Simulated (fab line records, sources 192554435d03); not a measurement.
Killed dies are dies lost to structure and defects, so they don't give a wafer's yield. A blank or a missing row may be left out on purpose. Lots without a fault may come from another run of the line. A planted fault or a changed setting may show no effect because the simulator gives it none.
Split-lot experiment | flow n5_finfet | 7 lots, 21 wafers read, on a route of 1938 steps

THE SPLIT
At N5_BEOL_M5_ETCH_72 (etches underlayer in N2/H2, target depth 6.5 nm, time 5.2 s), the setting bias_w was moved away from the recipe's 150 W on 12 of the 21 wafers read, by -11.1% to +14.1%. The other wafers ran this setting at the recipe's value.

The reading is taken at the split's own step.

THE READING
rf_vpp_V, in V, at N5_BEOL_M5_ETCH_72 (etches underlayer in N2/H2, target depth 6.5 nm, time 5.2 s). Fault-free wafers of this fab line usually give 522.8 V, standard deviation 2.9 V.

wafer  | tool, chamber at the split | bias_w as run, W | against the recipe | rf_vpp_V, V | against lot-mates on the recipe
L079.1 | rie_diel-01, 1             | 157.2            | +4.8%              | 541.9       | +18.9
L079.5 | rie_diel-01, 3             | 150              | recipe             | 522.7       | -
L079.6 | rie_diel-01, 2             | 150              | recipe             | 523.2       | -
L084.4 | rie_diel-03, 2             | 160.2            | +6.8%              | 546.9       | +29.0
L084.5 | rie_diel-03, 0             | 160.2            | +6.8%              | 546.3       | +28.4
L084.6 | rie_diel-03, 1             | 150              | recipe             | 517.9       | -
L087.2 | rie_diel-03, 1             | 150              | recipe             | 518.6       | -
L087.4 | rie_diel-03, 2             | 171.2            | +14.1%             | 566.8       | +48.2
L087.5 | rie_diel-03, 0             | 171.2            | +14.1%             | 567.0       | +48.4
L089.1 | rie_diel-01, 3             | 159.2            | +6.1%              | 542.1       | +21.1
L089.3 | rie_diel-01, 2             | 159.2            | +6.1%              | 545.5       | +24.5
L089.6 | rie_diel-01, 3             | 150              | recipe             | 521.0       | -
L092.2 | rie_diel-06, 1             | 150              | recipe             | 525.4       | -
L092.4 | rie_diel-06, 0             | 150              | recipe             | 526.5       | -
L092.6 | rie_diel-06, 0             | 150              | recipe             | 524.7       | -
L091.3 | rie_diel-03, 0             | 159.5            | +6.3%              | 544.5       | no lot-mate on the recipe
L091.4 | rie_diel-03, 2             | 159.5            | +6.3%              | 545.0       | no lot-mate on the recipe
L091.6 | rie_diel-03, 3             | 159.5            | +6.3%              | 542.6       | no lot-mate on the recipe
L093.3 | rie_diel-01, 1             | 150              | recipe             | 526.4       | -
L093.5 | rie_diel-01, 3             | 133.3            | -11.1%             | 483.0       | -43.4
L093.6 | rie_diel-01, 0             | 133.3            | -11.1%             | 487.0       | -39.4

THE FIT
A straight line over all 21 wafers: rf_vpp_V changes by +3.29 V for each +1% of bias_w; r = +0.99; the points scatter about the line by 2.6 V.
The same after taking each lot's own level away (the mean of its wafers on the recipe; 18 wafers): +3.63 V for each +1%; r = +1.00; scatter 2.1 V.
On that fit, the largest move of bias_w shifts the reading by 51 V.
The lots' own levels span 517.90 to 526.40 V, that is 2.9 times the standard deviation above.
So the lot-to-lot level changes the slope little: the two slopes agree.
Check: with one of the wafers moved furthest among these (+14.1%) left out of the fit, the line predicts +52.5 V for it against its lot-mates. It came out at +48.2 V against them.
Tool readings at the split's step, against how far the setting was moved: rf_vpp_V r = +0.99.

OTHER SPLITS ON THESE WAFERS
These wafers also went through other splits before the reading. Each is held against what the fit with the lots' levels taken away leaves over:
other split on the same wafers            | wafers away from the commonest value | r with rf_vpp_V (lot level and that fit taken away)
N5_BEOL_M0_TRENCH_ETCH_107 target_depth_a | 5                                    | -0.04
N5_BEOL_M1_ILD_DEP_00 time_s              | 6                                    | +0.16
N5_BEOL_M1_HM_DEP_02 target_thk_a         | 12                                   | +0.56
N5_BEOL_M2_COAT_05 spin_rpm               | 8                                    | -0.39
N5_BEOL_M3_ETCH_64 time_s                 | 6                                    | -0.23
N5_BEOL_M4_COAT_22 spin_rpm               | 9                                    | -0.05
N5_BEOL_M5_COAT_71 spin_rpm               | 6                                    | +0.26

THE FILE'S OWN FIT
rf_vpp_V changes by +3.64 V for each +1% of bias_w, r = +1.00.
